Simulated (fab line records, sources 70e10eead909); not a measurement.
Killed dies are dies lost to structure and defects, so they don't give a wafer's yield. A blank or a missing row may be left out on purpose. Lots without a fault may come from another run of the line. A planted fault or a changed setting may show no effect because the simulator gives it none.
Problem report in the 8D (eight disciplines) form, filled by code | flow nand_harc | the parts of the form that need people (team, actions taken, sign-off) are left out

1. THE PROBLEM
run_length_s at NHARC_A_STAIRCASE_ETCH_253 reads a mean of 40.2 s on 3 wafers of 2 lots; wafers without a fault read 41.8 s with a standard deviation of 0.35. That is -4.7 standard deviations from the usual mean.
The step: etches the open film in C4F8/O2, target depth 50 nm, time 20.2 s.
First seen on wafer L836.6, day 14 02:15, on rie_diel-10. The record holds 36 wafers of 12 lots with a number at this step. Rule for "out", or "out of limits": more than 4 standard deviations from the usual mean. The other wafers with a number count as sound.

2. WHAT IT IS AND WHAT IT IS NOT
question                    | is                     | is not
which readings at this step | run_length_s           | oes_product_au, rf_vpp_V
which lots                  | L836, L837             | L827, L828, L829, L830, L832, L833, L835, L845, L848, L849
which wafers of those lots  | L836.6, L837.1, L837.6 | L836.1, L836.5, L837.5
read on which tools         | rie_diel-10            | rie_diel-01, rie_diel-12
when                        | from day 14 02:15      | up to then (23 sound wafers); but 10 sound wafers of L837, L845, L848, L849 came after

3. SUSPECTS, AND WHAT RULES EACH OUT
Counting: a tool at a process step up to the reading stays a suspect if it ran every lot that is out. Sound lots after the first of them don't rule it out here, since some wafers of a struck lot are sound.
- rie_diel-12 at NHARC_A_STAIRCASE_TRIM_222 (chemistry O2, time 211.2 s): kept. It ran every lot that is out, first L836 (day 14 02:15); its last sound lot up to then is L835 (day 13 12:33). NHARC_A_STAIRCASE_TRIM_222 gives no start for some lots, so the hours and the order of its lots are those of NHARC_A_STAIRCASE_ETCH_253.
- rie_diel-10 at NHARC_A_STAIRCASE_ETCH_253 (etches the open film in C4F8/O2, target depth 50 nm, time 20.2 s): kept. It ran every lot that is out, first L836 (day 14 02:15); its last sound lot up to then is L835 (day 13 12:33). Its own readings are out on those wafers: run_length_s.
- Within rie_diel-12 at NHARC_A_STAIRCASE_TRIM_222: the wafers that are out ran in chamber 3; their sound lot-mates ran in chambers 0, 1, 2.
- Within rie_diel-10 at NHARC_A_STAIRCASE_ETCH_253: the wafers that are out ran in chamber 2; their sound lot-mates ran in chambers 1, 3.
Left after counting: rie_diel-12 at NHARC_A_STAIRCASE_TRIM_222, rie_diel-10 at NHARC_A_STAIRCASE_ETCH_253.

4. THE CAUSE (what the simulator had put in)
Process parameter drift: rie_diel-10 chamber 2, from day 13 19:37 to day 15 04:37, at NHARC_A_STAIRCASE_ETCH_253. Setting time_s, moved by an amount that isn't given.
Counting left 2 suspects, and this tool is among them.

5. THE CHAIN OF EFFECTS, in route order
Each row: a reading whose mean over the struck wafers that have a number lies more than 3 standard deviations from the usual. Only readings for which the record gives a usual standard deviation are gone through. hours: the time from each lot's start at the first step in this table that gives one to its start at this step, as a median over the lots. sigmas: the change in usual standard deviations.
hours | step                       | reading      | usual  | on struck wafers | change | sigmas
0     | NHARC_A_STAIRCASE_ETCH_253 | run_length_s | 41.8 s | 40.2             | -1.6   | -4.7
The process steps in it:
- NHARC_A_STAIRCASE_ETCH_253: etches the open film in C4F8/O2, target depth 50 nm, time 20.2 s.
Later measuring or inspecting steps at which every struck wafer that the step has a row for has a number for every such reading, and none has moved that far: NHARC_END_SORT_01.

6. WHAT WOULD HAVE CAUGHT IT SOONER
In this record the first reading out of limits was taken at day 14 02:15, 7 hours after the fault began at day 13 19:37.
